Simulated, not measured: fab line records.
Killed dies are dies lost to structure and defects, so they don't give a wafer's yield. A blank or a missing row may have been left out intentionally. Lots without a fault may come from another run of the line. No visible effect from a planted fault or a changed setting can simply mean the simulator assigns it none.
Which tool was responsible? -- flow nandHarc -- 33 wafers from 11 lots sampled at 7 of the route's 1302 steps

WHAT THE GAUGES READ, wafer by wafer
NHARC_P_CONTACT_CD_MEAS_12: the cd target is 90 nm. Usual: cdNm at 89.9 nm, with a standard deviation of 0.6.
lot,measured,on,cdNm (nm),flag
L478,day 5 21:23,cdSem-01,90.2 90.2 89.4,
L480,day 6 16:43,cdSem-02,90.7 89.8 90.9,
L483,day 7 20:11,cdSem-02,90.1 89.9 90.6,
L486,day 9 05:37,cdSem-02,90.4 90.5 89.6,
L488,day 10 13:09,cdSem-01,65.8 65.8 66.0,OFF
L490,day 10 18:55,cdSem-01,88.9 88.8 89.7,
L493,day 12 00:58,cdSem-03,90.6 90.3 90.2,
L498,day 14 06:58,cdSem-03,88.8 89.8 89.4,
L499,day 14 18:28,cdSem-01,90.0 89.8 90.4,
L500,day 15 00:18,cdSem-03,90.0 90.5 89.8,
L501,day 15 07:59,cdSem-03,90.9 90.5 90.8,

NHARC_P_CONTACT_OVL_MEAS_13. Usual: overlayXNm 0.0 nm, standard deviation 0.87; overlayYNm 0.0 nm, standard deviation 0.77.
lot,measured,on,overlayXNm (nm),overlayYNm (nm),flag
L478,day 5 21:29,overlay-01,-0.4 -1.2 -1.4,-1.6 -1.5 -1.0,
L480,day 6 16:49,overlay-01,-1.9 -2.4 -1.4,1.2 1.0 0.5,
L483,day 7 20:17,overlay-02,-1.0 -1.4 -0.9,0.2 0.6 0.6,
L486,day 9 05:42,overlay-02,-0.8 -0.6 -1.1,-1.0 -1.0 -0.5,
L488,day 10 13:14,overlay-01,0.4 0.8 -0.2,-0.1 0.4 0.5,
L490,day 10 19:01,overlay-02,0.9 1.3 0.9,0.1 0.2 0.0,
L493,day 12 01:02,overlay-01,0.1 0.3 0.0,-0.2 -0.5 -0.4,
L498,day 14 07:03,overlay-02,-0.4 0.0 -0.2,0.4 0.5 0.6,
L499,day 14 18:33,overlay-01,-1.2 -0.9 -1.1,-0.6 -0.7 0.3,
L500,day 15 00:23,overlay-02,1.2 1.2 1.2,0.9 0.5 1.1,
L501,day 15 08:05,overlay-01,-0.2 -0.2 -0.4,-0.1 0.3 0.3,

NHARC_P_CONTACT_CD_MEAS_19. Usual: cdNm at 89.4 nm, with a standard deviation of 1.6.
lot,measured,on,cdNm (nm),flag
L478,day 5 22:27,cdSem-03,90.7 88.8 88.0,
L480,day 6 17:55,cdSem-01,89.7 88.3 93.6,
L483,day 7 21:15,cdSem-01,88.4 91.6 88.0,
L486,day 9 07:07,cdSem-02,87.4 88.4 91.3,
L488,day 10 14:16,cdSem-02,63.6 62.9 63.8,OFF
L490,day 10 19:58,cdSem-02,87.8 91.1 88.2,
L493,day 12 02:01,cdSem-02,87.4 88.1 87.2,
L498,day 14 08:01,cdSem-01,89.1 88.5 89.2,
L499,day 14 19:31,cdSem-01,91.6 88.8 90.3,
L500,day 15 01:22,cdSem-03,89.2 90.8 91.1,
L501,day 15 09:03,cdSem-01,89.3 91.3 92.0,

NHARC_END_SORT_01. Usual: killedAtArray 63, standard deviation 17; killedAtOther 0.8, standard deviation 1.1; killedAtPeriphery 3.5, standard deviation 3; killedDies 67, standard deviation 17; killedOpen 3.1, standard deviation 1.6; killedShort 2.6, standard deviation 1.4.
lot,measured,on,killedAtArray,killedAtOther,killedAtPeriphery,killedDies,killedOpen,killedShort,flag
L488,day 29 01:03,prober-01,40 30 46,0 1 2,635 643 627,675 674 675,3 3 2,3 2 1,OFF

TOOL THAT RAN EACH LOT (tool first, then ch and the chambers of the sampled wafers, then the start)
lot,NHARC_P_CONTACT_EXPOSE_09,NHARC_P_CONTACT_ETCH_31,NHARC_P_CONTACT_STRIP_28
L478,"arfiScanner-02 ch 0, day 5 21:15","rieDiel-04 ch 0,1,2, day 5 22:27 or earlier","rieDiel-05 ch 0,1,2, day 5 22:32"
L480,"arfiScanner-01 ch 0, day 6 16:35","rieDiel-12 ch 1,2,3, day 6 17:55 or earlier","rieDiel-04 ch 1,2,3, day 6 18:01"
L483,"arfiScanner-03 ch 0, day 7 20:04","rieDiel-04 ch 0,2,3, day 7 21:15 or earlier","rieDiel-12 ch 2,3, day 7 21:19"
L486,"arfiScanner-02 ch 0, day 9 05:29","rieDiel-12 ch 0,3, day 9 07:07 or earlier","rieDiel-04 ch 0,1,2, day 9 07:14"
L488,"arfiScanner-03 ch 0, day 10 13:01","rieDiel-12 ch 1,2,3, day 10 14:08","rieDiel-04 ch 0,3, day 10 14:21"
L490,"arfiScanner-01 ch 0, day 10 18:47","rieDiel-12 ch 0,2,3, day 10 19:58 or earlier","rieDiel-04 ch 0,1,3, day 10 20:03"
L493,"arfiScanner-02 ch 0, day 12 00:49","rieDiel-12 ch 1,3, day 12 02:01 or earlier","rieDiel-04 ch 0,3, day 12 02:06"
L498,"arfiScanner-03 ch 0, day 14 06:50","rieDiel-12 ch 1,2, day 14 08:01 or earlier","rieDiel-05 ch 0,2,3, day 14 08:08"
L499,"arfiScanner-02 ch 0, day 14 18:20","rieDiel-04 ch 0,1,3, day 14 19:31 or earlier","rieDiel-05 ch 1,3, day 14 19:37"
L500,"arfiScanner-01 ch 0, day 15 00:10","rieDiel-04 ch 1,2,3, day 15 01:22 or earlier","rieDiel-05 ch 1,2,3, day 15 01:26"
L501,"arfiScanner-03 ch 0, day 15 07:51","rieDiel-04 ch 0,1,3, day 15 09:03 or earlier","rieDiel-12 ch 1,2, day 15 09:07"
- NHARC_P_CONTACT_EXPOSE_09: exposes mask P CA, target cd 90 nm.
- NHARC_P_CONTACT_ETCH_31: etches the open film in CH3F/O2, target depth 30 nm, time 85.7 s.
- NHARC_P_CONTACT_STRIP_28: strips in O2.

WHAT THE TOOLS THEMSELVES READ (means of the sampled wafers that have a number; where no wafer has one, the mark that the record gives instead)
NHARC_P_CONTACT_ETCH_31. Usual: drypumpMotorCurrentA 5.7 A, standard deviation 0.4; oesProductAu 0.980 a.u., standard deviation 0.014; rfVppV 244.7 V, standard deviation 1.5; showerheadPlenumPTorr 2.48 Torr, standard deviation 0.092; throttleValvePct 20.662 %, standard deviation 0.0093.
lot,tool,drypumpMotorCurrentA (A),oesProductAu (a.u.),rfVppV (V),showerheadPlenumPTorr (Torr),throttleValvePct (%),flag
L478,rieDiel-04,6.0,0.981,245.6,2.51,20.656,
L480,rieDiel-12,5.5,0.975,244.3,2.45,20.658,
L483,rieDiel-04,5.9,0.974,245.4,2.53,20.667,
L486,rieDiel-12,5.8,0.962,244.9,2.51,20.664,
L488,rieDiel-12,5.5,0.989,244.5,2.45,20.661,
L490,rieDiel-12,5.6,0.987,244.8,2.44,20.661,
L493,rieDiel-12,5.6,0.981,245.3,2.53,20.653,
L498,rieDiel-12,5.3,0.987,243.0,2.41,20.657,
L499,rieDiel-04,5.6,0.974,245.2,2.55,20.664,
L500,rieDiel-04,5.7,0.967,245.7,2.53,20.661,
L501,rieDiel-04,5.6,0.982,245.1,2.55,20.669,

NHARC_P_CONTACT_STRIP_28. Usual: drypumpMotorCurrentA 5.7 A, standard deviation 0.43; oesProductAu 1.001 a.u., standard deviation 0.011; rfVppV 57.8 V, standard deviation 0.88; showerheadPlenumPTorr 3.56 Torr, standard deviation 0.13; throttleValvePct 17.035 %, standard deviation 0.0083.
lot,tool,drypumpMotorCurrentA (A),oesProductAu (a.u.),rfVppV (V),showerheadPlenumPTorr (Torr),throttleValvePct (%),flag
L478,rieDiel-05,5.5,0.996,57.1,3.48,17.035,
L480,rieDiel-04,5.7,0.998,57.9,3.63,17.036,
L483,rieDiel-12,5.5,1.014,57.5,3.47,17.033,
L486,rieDiel-04,6.0,0.997,58.4,3.59,17.039,
L488,rieDiel-04,5.5,0.987,58.1,3.69,17.032,
L490,rieDiel-04,5.6,0.997,58.0,3.66,17.031,
L493,rieDiel-04,5.5,0.993,58.3,3.69,17.038,
L498,rieDiel-05,5.5,1.000,58.2,3.58,17.040,
L499,rieDiel-05,6.1,0.994,57.3,3.57,17.038,
L500,rieDiel-05,5.9,1.000,57.9,3.54,17.033,
L501,rieDiel-12,5.3,1.004,58.2,3.41,17.037,

THE ANSWER, worked out from the rows above alone
Rule: lot off if the mean of its wafers having a number is beyond 3 standard deviations from the usual mean. A lot without any number at a reading at which 4 lots or more have one is off too. Where the step has rows for the other lots, those lots are counted as sound. Order of review: gauges by route order, followed by the tools' own readings, for which a lot's mean as printed above is used. At the first step where some lot is off, the reading lying furthest off is the one used; lots without a number count as furthest.
Off: L488, at NHARC_P_CONTACT_CD_MEAS_12 (cdNm).
A tool fits if, at a process step before that reading, it ran every lot that is off, and no sound lot after the first of them. Not tried: the gauges at NHARC_P_CONTACT_CD_MEAS_12; whatever is off there is also off at NHARC_P_CONTACT_CD_MEAS_19, on other tools, and gauge error can't account for it. Not one of the candidates tried fits.

WHAT THE SIMULATOR HAD INSERTED
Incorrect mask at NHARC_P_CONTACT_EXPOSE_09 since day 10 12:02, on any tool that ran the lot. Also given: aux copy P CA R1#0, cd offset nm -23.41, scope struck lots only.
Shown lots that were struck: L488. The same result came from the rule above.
